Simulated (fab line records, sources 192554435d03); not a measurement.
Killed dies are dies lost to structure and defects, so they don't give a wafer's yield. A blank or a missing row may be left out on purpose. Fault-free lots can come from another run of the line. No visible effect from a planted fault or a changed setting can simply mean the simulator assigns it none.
What tool caused it?    flow n5-finfet    26 wafers from 9 lots sampled at 3 of the route's 1938 steps

## WHAT THE GAUGES READ, wafer by wafer
N5_BEOL_M7_THK_MEAS_53: measures by xrf.
lot   measured      on             M7_THK (nm)
L952  day 9 17:11   film-metro-01  79.1 79.3 79.4
L953  day 10 00:28  film-metro-01  77.5 78.4 77.3
L954  day 10 01:13  film-metro-02  78.9 80.1 80.3
L959  day 11 01:53  film-metro-02  79.4 81.1 77.4
L962  day 12 05:22  film-metro-01  77.0 78.2 188.6
L963  day 12 06:53  film-metro-02  76.5 192.8
L969  day 13 16:44  film-metro-02  76.6 76.9 73.3
L971  day 14 05:02  film-metro-02  79.5 78.5 76.7
L973  day 14 19:37  film-metro-02  76.4 75.9 75.7

## WHICH TOOL RAN EACH LOT (tool, then ch and the chambers of the sampled wafers, then the start)
lot   N5_BEOL_M7_ETCH_41                             N5_BEOL_M7_CMP_52
L952  rie-diel-03 ch 0,2,3, day 9 13:01 or earlier   cmp-01 ch 0,1,3, day 9 16:58
L953  rie-diel-06 ch 0,2,3, day 9 21:41 or earlier   cmp-02 ch 0,1,2, day 10 00:14
L954  rie-diel-06 ch 0,1, day 9 23:16 or earlier     cmp-01 ch 1,2,3, day 10 00:58
L959  rie-diel-06 ch 0,2,3, day 10 23:28 or earlier  cmp-01 ch 0,3, day 11 01:35
L962  rie-diel-05 ch 0,1,2, day 12 02:41 or earlier  cmp-01 ch 0,1,2, day 12 05:04
L963  rie-diel-03 ch 2,3, day 12 04:35 or earlier    cmp-01 ch 2,3, day 12 06:38
L969  rie-diel-03 ch 1,2,3, day 13 14:13 or earlier  cmp-04 ch 0,1,3, day 13 16:31
L971  rie-diel-06 ch 1,2,3, day 14 02:26 or earlier  cmp-02 ch 0,1,3, day 14 04:47
L973  rie-diel-03 ch 0,1,3, day 14 17:09 or earlier  cmp-04 ch 0,1, day 14 19:19
- N5_BEOL_M7_ETCH_41: etches SiCN in CH3F/O2, target depth 31.9 nm, time 57.8 s.
- N5_BEOL_M7_CMP_52: polishes, stops on SiCOH lowk, t overpolish 6.9 s, target thk 80 nm.

## THE ANSWER, worked out from the rows above alone
Rule: the lots themselves supply what counts as usual. The widest of any qualifying gaps counts: lots, ordered by their means at a reading, are off when they make up no more than a third of the lots, leave a main group of 4 or more, and stand apart from it by 3 or more times the standard deviation of that group's means. If all means in a main group match to the digits the tables above print for the reading, that group is not used. A lot without any number at a reading at which 4 lots or more have one is off too. Any other lot the step has rows for is counted as sound.
Off: at N5_BEOL_M7_THK_MEAS_53 (M7_THK), L962, L963. The main group: mean 78.0 nm, standard deviation 1.5.
If a tool, at a process step before that reading, ran all the lots that are off and no sound lot after the first of them, it fits. The gauges at N5_BEOL_M7_THK_MEAS_53 are tried like those tools. N5_BEOL_M7_ETCH_41: start missing for some lots; hours and lot order therefore follow N5_BEOL_M7_CD_MEAS_35. One fits: cmp-01 at N5_BEOL_M7_CMP_52. Its last sound lot is L959 (day 11 01:35), its first lot that is off L962 (day 12 05:04): a fault that began between those two fits.

## WHAT HAD BEEN PUT IN BY THE SIMULATOR
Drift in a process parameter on cmp-01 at N5_BEOL_M7_CMP_52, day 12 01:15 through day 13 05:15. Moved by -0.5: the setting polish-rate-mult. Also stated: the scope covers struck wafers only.
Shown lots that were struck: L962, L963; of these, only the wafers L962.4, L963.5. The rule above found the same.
